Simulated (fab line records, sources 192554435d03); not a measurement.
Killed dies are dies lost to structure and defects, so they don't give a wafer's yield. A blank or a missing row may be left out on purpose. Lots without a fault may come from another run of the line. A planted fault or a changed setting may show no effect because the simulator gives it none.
Which tool did it? | flow n5_finfet | 13 lots, 39 wafers sampled, at 3 steps of a route of 1938

WHAT THE GAUGES READ, wafer by wafer
N5_PASSIVATION_CD_MEAS_44: target cd 40000 nm. Usual: cd_nm 40001 nm, standard deviation 3.7.
lot  | measured     | on        | cd_nm (nm)        | flag
L878 | day 13 02:26 | cd_sem-02 | 39995 39999 39999 |
L880 | day 13 21:18 | cd_sem-01 | 39995 40000 39996 |
L882 | day 13 23:56 | cd_sem-03 | 40004 40002 39998 |
L884 | day 14 21:53 | cd_sem-02 | 39999 40004 39996 |
L883 | day 14 22:16 | cd_sem-01 | 40006 40000 40007 |
L888 | day 15 01:26 | cd_sem-02 | 39996 40003 40003 |
L887 | day 15 07:41 | cd_sem-01 | 40001 40005 40004 |
L892 | day 16 23:14 | cd_sem-01 | 40000 40003 40000 |
L897 | day 17 11:32 | cd_sem-01 | 40005 40005 40001 |
L898 | day 17 22:13 | cd_sem-01 | 40004 40003 39997 |
L900 | day 18 14:02 | cd_sem-01 | 40000 39999 39999 |
L899 | day 18 13:28 | cd_sem-03 | 40001 40000 39994 |
L901 | day 18 17:44 | cd_sem-01 | 40001 39998 40002 |

WHICH TOOL RAN EACH LOT (tool, then ch and the chambers of the sampled wafers, then the start)
lot  | N5_MIM_TOP_DEGAS_04          | N5_PASSIVATION_ETCH_59
L878 | pvd_sputter-01, day 12 17:32 | rie_metal-02 ch 0,1, day 13 00:32
L880 | pvd_sputter-01, day 13 13:35 | rie_metal-02 ch 0,1, day 13 20:07
L882 | pvd_sputter-02, day 13 16:49 | rie_metal-03 ch 0,1, day 13 22:47
L884 | pvd_sputter-02, day 14 13:06 | rie_metal-02 ch 0,1, day 14 20:37
L883 | pvd_sputter-02, day 14 14:34 | rie_metal-02 ch 0,1, day 14 21:07
L888 | pvd_sputter-03, day 14 18:03 | rie_metal-02 ch 0,1, day 15 00:07
L887 | pvd_sputter-01, day 14 23:07 | rie_metal-01 ch 0,1, day 15 06:26
L892 | pvd_sputter-01, day 16 15:27 | rie_metal-02 ch 0,1, day 16 21:56
L897 | pvd_sputter-02, day 17 02:50 | rie_metal-02 ch 0,1, day 17 10:07
L898 | pvd_sputter-01, day 17 14:37 | rie_metal-03 ch 0,1, day 17 20:55
L900 | pvd_sputter-03, day 18 02:20 | rie_metal-01 ch 0, day 18 12:07
L899 | pvd_sputter-03, day 18 02:40 | rie_metal-03 ch 0,1, day 18 11:54
L901 | pvd_sputter-03, day 18 06:58 | rie_metal-01 ch 0,1, day 18 16:26
- N5_MIM_TOP_DEGAS_04: time 60 s.
- N5_PASSIVATION_ETCH_59: etches TaN in Cl2/BCl3, target depth 65 nm, time 34.9 s.

WHAT THE TOOLS THEMSELVES READ (means of the sampled wafers that have a number; where no wafer has one, the mark that the record gives instead)
N5_MIM_TOP_DEGAS_04. Usual: heater_power_w 458 W, standard deviation 49.
lot  | tool           | heater_power_w (W) | flag
L878 | pvd_sputter-01 | 511                |
L880 | pvd_sputter-01 | 470                |
L882 | pvd_sputter-02 | 457                |
L884 | pvd_sputter-02 | 434                |
L883 | pvd_sputter-02 | 431                |
L888 | pvd_sputter-03 | 470                |
L887 | pvd_sputter-01 | 505                |
L892 | pvd_sputter-01 | 497                |
L897 | pvd_sputter-02 | 429                |
L898 | pvd_sputter-01 | 480                |
L900 | pvd_sputter-03 | 417                |
L899 | pvd_sputter-03 | 421                |
L901 | pvd_sputter-03 | 445                |

N5_PASSIVATION_ETCH_59. Usual: drypump_motor_current_A 5.5 A, standard deviation 0.38; oes_product_au 0.79 a.u., standard deviation 0.081; throttle_valve_pct 21.06 %, standard deviation 0.18.
lot  | tool         | drypump_motor_current_A (A) | oes_product_au (a.u.) | throttle_valve_pct (%) | flag
L878 | rie_metal-02 | 5.4                         | 0.85                  | 21.10                  |
L880 | rie_metal-02 | 5.3                         | 0.86                  | 21.08                  |
L882 | rie_metal-03 | 5.3                         | 0.79                  | 21.24                  |
L884 | rie_metal-02 | 5.4                         | 0.83                  | 21.12                  |
L883 | rie_metal-02 | 5.5                         | 0.83                  | 21.10                  |
L888 | rie_metal-02 | 5.3                         | 0.85                  | 21.09                  |
L887 | rie_metal-01 | 5.8                         | 0.69                  | 20.94                  |
L892 | rie_metal-02 | 5.3                         | 0.83                  | 21.10                  |
L897 | rie_metal-02 | 5.4                         | 0.81                  | 21.13                  |
L898 | rie_metal-03 | 5.3                         | 0.76                  | 21.26                  |
L900 | rie_metal-01 | 5.9                         | 0.72                  | 20.73                  |
L899 | rie_metal-03 | 5.6                         | 0.71                  | 21.24                  |
L901 | rie_metal-01 | 5.9                         | 0.79                  | 20.81                  |

THE ANSWER, worked out from the rows above alone
Rule: a lot is off if the mean of its wafers that have a number lies more than 3 standard deviations from the usual mean. A lot without any number at a reading at which 4 lots or more have one is off too. The other lots that the step has rows for count as sound. The gauges are gone through in route order, then the tools' own readings, and for those a lot's mean is taken as printed above. The first step at which some lot is off is used, and at that step the reading that is off furthest; a lot without a number counts as furthest.
No lot is off at any reading shown: from this, nothing can be told.

WHAT THE SIMULATOR HAD PUT IN
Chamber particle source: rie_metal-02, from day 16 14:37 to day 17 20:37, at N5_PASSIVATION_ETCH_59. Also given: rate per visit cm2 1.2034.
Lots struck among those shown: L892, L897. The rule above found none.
